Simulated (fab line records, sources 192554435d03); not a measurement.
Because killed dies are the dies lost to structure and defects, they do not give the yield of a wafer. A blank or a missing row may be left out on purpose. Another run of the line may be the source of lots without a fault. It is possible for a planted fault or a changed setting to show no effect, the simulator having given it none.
Split-lot trial | flow n5-finfet | on a route of 1938 steps: 7 lots, 39 wafers read

ABOUT THE SPLIT
At N5_BEOL_M6_TRENCH_ETCH_37 (etches SiCOH lowk in C4F6/O2, target depth 94.435 nm, time 31.5 s), the setting time-s was moved away from the recipe's 31.5 s on 18 of the 39 wafers read, by -33.2% to +42.0%. For the rest of the wafers, this setting stayed at what the recipe calls for.

FROM THE SPLIT TO THE READING: what the file shows between them, 2 steps
- N5_BEOL_M6_ETCH_41: etches SiCN in CH3F/O2, target depth 29.7 nm, time 52 s
- N5_BEOL_M6_STRIP_80: strips in N2/H2, time 10 s

THE READING
trench-depth-nm, in nm, at N5_BEOL_M6_OCD_MEAS_38. Fault-free wafers of this fab line usually give 94.6 nm, standard deviation 1.4 nm.

wafer  | tool, chamber at the split | time-s as run, s | against the recipe | trench-depth-nm, nm | against lot-mates on the recipe
L076.1 | rie-diel-06, 0             | 31.5             | recipe             | 94.2                | -
L076.4 | rie-diel-06, 3             | 31.5             | recipe             | 92.4                | -
L076.5 | rie-diel-06, 1             | 31.5             | recipe             | 93.1                | -
L077.1 | rie-diel-02, 0             | 39.51            | +25.4%             | 120.0               | +24.3
L077.2 | rie-diel-02, 1             | 31.5             | recipe             | 96.4                | -
L077.3 | rie-diel-02, 2             | 39.51            | +25.4%             | 118.6               | +22.9
L077.4 | rie-diel-02, 2             | 31.5             | recipe             | 94.0                | -
L077.5 | rie-diel-02, 0             | 39.51            | +25.4%             | 119.4               | +23.7
L077.6 | rie-diel-02, 1             | 31.5             | recipe             | 96.6                | -
L078.1 | rie-diel-04, 2             | 31.5             | recipe             | 96.8                | -
L078.2 | rie-diel-04, 0             | 44.73            | +42.0%             | 133.7               | +39.2
L078.3 | rie-diel-04, 3             | 31.5             | recipe             | 94.2                | -
L078.4 | rie-diel-04, 1             | 31.5             | recipe             | 92.4                | -
L078.5 | rie-diel-04, 1             | 44.73            | +42.0%             | 131.0               | +36.5
L078.6 | rie-diel-04, 2             | 44.73            | +42.0%             | 137.0               | +42.5
L079.1 | rie-diel-02, 1             | 31.5             | recipe             | 95.1                | -
L079.2 | rie-diel-02, 0             | 31.5             | recipe             | 94.3                | -
L079.3 | rie-diel-02, 2             | 22.02            | -30.1%             | 65.4                | -29.8
L079.4 | rie-diel-02, 3             | 31.5             | recipe             | 96.1                | -
L079.5 | rie-diel-02, 2             | 22.02            | -30.1%             | 65.9                | -29.3
L079.6 | rie-diel-02, 3             | 22.02            | -30.1%             | 67.1                | -28.1
L086.1 | rie-diel-04, 0             | 31.5             | recipe             | 94.8                | -
L086.2 | rie-diel-04, 2             | 31.5             | recipe             | 96.7                | -
L086.3 | rie-diel-04, 1             | 26.64            | -15.4%             | 79.9                | -15.9
L086.4 | rie-diel-04, 3             | 26.64            | -15.4%             | 80.9                | -14.9
L086.5 | rie-diel-04, 2             | 26.64            | -15.4%             | 81.5                | -14.3
L086.6 | rie-diel-04, 3             | 31.5             | recipe             | 95.8                | -
L088.1 | rie-diel-02, 3             | 21.03            | -33.2%             | 64.7                | -30.8
L088.2 | rie-diel-02, 1             | 31.5             | recipe             | 95.7                | -
L088.3 | rie-diel-02, 0             | 21.03            | -33.2%             | 63.7                | -31.8
L088.4 | rie-diel-02, 2             | 21.03            | -33.2%             | 63.0                | -32.5
L088.5 | rie-diel-02, 1             | 31.5             | recipe             | 95.7                | -
L088.6 | rie-diel-02, 0             | 31.5             | recipe             | 95.2                | -
L091.1 | rie-diel-02, 2             | 31.5             | recipe             | 95.8                | -
L091.2 | rie-diel-02, 3             | 43.71            | +38.8%             | 134.5               | +38.7
L091.3 | rie-diel-02, 1             | 43.71            | +38.8%             | 134.0               | +38.2
L091.4 | rie-diel-02, 0             | 31.5             | recipe             | 94.8                | -
L091.5 | rie-diel-02, 2             | 43.71            | +38.8%             | 133.2               | +37.4
L091.6 | rie-diel-02, 1             | 31.5             | recipe             | 96.9                | -

FIT RESULTS
A straight line over all 39 wafers: trench-depth-nm changes by +0.954 nm for each +1% of time-s; r = +1.00; the points scatter about the line by 1.4 nm.
The same after taking each lot's own level away (the mean of its wafers on the recipe; 39 wafers): +0.957 nm for each +1%; r = +1.00; scatter 1.2 nm.
On that fit, the largest move of time-s shifts the reading by 40 nm.
The lots' own levels span 93.23 to 95.83 nm, that is 1.9 times the standard deviation above.
Consequently the slope shifts little with the lot-to-lot level, the two slopes agreeing.
Check: for one of the wafers moved furthest among these (+42.0%), held out of the fit, the line's prediction against its lot-mates is +40.2 nm. It came out at +39.2 nm against them.

OTHER SPLITS APPLIED TO THESE WAFERS
Note: prior to the reading, these wafers also went through further splits. Each is held against what the fit with the lots' levels taken away leaves over:
other split on the same wafers        | wafers away from the commonest value | r with trench-depth-nm (lot level and that fit taken away)
N5_FIN_SAQP_SPACER1_ALD_24 ald-cycles | 15                                   | -0.01
N5_SPACER0_ALD_00 ald-cycles          | 6                                    | +0.43

THE WHOLE CHAIN: every reading that the file lists as answering this split, in the file's order
step                      | what it does                                                        | reading                                                                          | change (the file's fit)                                                              | r (the file's)
N5_BEOL_M6_TRENCH_ETCH_37 | etches SiCOH lowk in C4F6/O2, target depth 94.435 nm, time 31.5 s   | etch.depth-nm (the simulator's own value, which no gauge read)                   | +0.954 nm for each +1% of the setting                                                | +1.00
N5_BEOL_M6_TRENCH_ETCH_37 | etches SiCOH lowk in C4F6/O2, target depth 94.435 nm, time 31.5 s   | BEOL_M6.feature-depth-nm (the simulator's own value, which no gauge read)        | +0.954 nm for each +1% of the setting                                                | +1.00
N5_BEOL_M6_TRENCH_ETCH_37 | etches SiCOH lowk in C4F6/O2, target depth 94.435 nm, time 31.5 s   | TiN_of_BEOL_M6_HM_DEP_02.thk-nm (the simulator's own value, which no gauge read) | -0.0261 nm for each +1% of the setting                                               | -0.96
N5_BEOL_M6_OCD_MEAS_38    |                                                                     | trench-depth-nm                                                                  | +0.957 nm for each +1% of the setting                                                | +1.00
N5_BEOL_M6_CMP_52         | polishes, stops on SiCOH lowk, t overpolish 6.9 s, target thk 80 nm | Cu_of_BEOL_M6_ECD_50.thk-nm (the simulator's own value, which no gauge read)     | +0.942 nm for each +1% of the setting                                                | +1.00
N5_BEOL_M6_RS_MEAS_57     | measures by four-point-probe                                        | M6_RS                                                                            | not straight: 0.518 at the lowest setting, 0.280 at the recipe, 0.178 at the highest | not given

FILE'S OWN FIT
trench-depth-nm changes by +0.957 nm for each +1% of time-s, r = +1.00.
